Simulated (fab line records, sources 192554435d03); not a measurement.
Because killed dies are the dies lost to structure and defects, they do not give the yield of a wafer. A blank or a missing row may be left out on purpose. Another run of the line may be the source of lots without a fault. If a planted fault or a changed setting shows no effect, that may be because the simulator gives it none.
Lot-split experiment + flow n5 finfet + on a route of 1938 steps: 7 lots, 21 wafers read

== ON THE SPLIT ==
At N5_BEOL_M2_TRENCH_ETCH_37 (etches SiOC in C4F6/O2, target depth 55.555 nm, time 29.2 s), the setting bias w was moved away from the recipe's 185 W on 6 of the 21 wafers read, by -9.1% to +14.1%. The other wafers ran this setting at the recipe's value.

Reading taken at the split's own step.

== THE READING ==
rf vpp V, in V, at N5_BEOL_M2_TRENCH_ETCH_37 (etches SiOC in C4F6/O2, target depth 55.555 nm, time 29.2 s). On this fab line, fault-free wafers typically give 666 V with a standard deviation of 5.1 V.

| wafer  | tool, chamber at the split | bias w as run, W | against the recipe | rf vpp V, V | against lot-mates on the recipe |
|--------|----------------------------|------------------|--------------------|-------------|---------------------------------|
| L078.1 | rie diel-02, 3             | 185              | recipe             | 663         | -                               |
| L078.3 | rie diel-02, 0             | 185              | recipe             | 669         | -                               |
| L078.6 | rie diel-02, 2             | 185              | recipe             | 672         | -                               |
| L079.1 | rie diel-02, 1             | 208.9            | +12.9%             | 734         | no lot-mate on the recipe       |
| L079.3 | rie diel-02, 2             | 208.9            | +12.9%             | 743         | no lot-mate on the recipe       |
| L079.6 | rie diel-02, 0             | 208.9            | +12.9%             | 739         | no lot-mate on the recipe       |
| L081.3 | rie diel-06, 3             | 185              | recipe             | 673         | -                               |
| L081.5 | rie diel-06, 0             | 168.2            | -9.1%              | 620         | -52                             |
| L081.6 | rie diel-06, 3             | 185              | recipe             | 671         | -                               |
| L088.1 | rie diel-06, 2             | 185              | recipe             | 664         | -                               |
| L088.3 | rie diel-06, 3             | 185              | recipe             | 672         | -                               |
| L088.4 | rie diel-06, 0             | 185              | recipe             | 667         | -                               |
| L090.2 | rie diel-06, 3             | 211              | +14.1%             | 746         | +80                             |
| L090.4 | rie diel-06, 0             | 211              | +14.1%             | 741         | +75                             |
| L090.5 | rie diel-06, 2             | 185              | recipe             | 666         | -                               |
| L092.1 | rie diel-01, 1             | 185              | recipe             | 659         | -                               |
| L092.3 | rie diel-01, 2             | 185              | recipe             | 658         | -                               |
| L092.5 | rie diel-01, 3             | 185              | recipe             | 665         | -                               |
| L095.1 | rie diel-06, 2             | 185              | recipe             | 665         | -                               |
| L095.3 | rie diel-06, 0             | 185              | recipe             | 668         | -                               |
| L095.6 | rie diel-06, 0             | 185              | recipe             | 668         | -                               |

THE FIT
A straight line over all 21 wafers: rf vpp V changes by +5.48 V for each +1% of bias w; r = +0.99; the points scatter about the line by 4.3 V.
The same after taking each lot's own level away (the mean of its wafers on the recipe; 18 wafers): +5.56 V for each +1%; r = +1.00; scatter 2.8 V.
According to that fit, moving bias w by its largest amount changes the reading by 78 V.
From 660.7 to 672.0 V: that is the span of the lots' own levels, equal to 2.2 times the standard deviation above.
The two slopes agree, so the slope changes little with the lot-to-lot level.
Check: +76.4 V against its lot-mates is what the line predicts for one of the wafers moved furthest among these (+14.1%) when that wafer is left out of the fit. Against them it came out at +80 V.
Tool readings at the split's step, against how far the setting was moved: rf vpp V r = +0.99.

== FURTHER SPLITS ON THESE WAFERS ==
Before the reading, these wafers also passed through other splits. Each is held against what the fit with the lots' levels taken away leaves over:
| other split on the same wafers     | wafers away from the commonest value | r with rf vpp V (lot level and that fit taken away) |
|------------------------------------|--------------------------------------|-----------------------------------------------------|
| N5_BEOL_M0_SAQP_PECVD_00 time s    | 8                                    | -0.22                                               |
| N5_BEOL_M0_SAQP_PECVD_97 time s    | 8                                    | +0.13                                               |
| N5_BEOL_M0_ETCH_138 source w       | 7                                    | -0.14                                               |
| N5_BEOL_M1_ETCH_70 time s          | 4                                    | -0.33                                               |
| N5_BEOL_M1_TRENCH_ETCH_37 source w | 7                                    | +0.12                                               |
| N5_BEOL_M2_DESCUM_33 time s        | 3                                    | -0.41                                               |

== FILE'S OWN FIT ==
rf vpp V changes by +5.6 V for each +1% of bias w, r = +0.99.
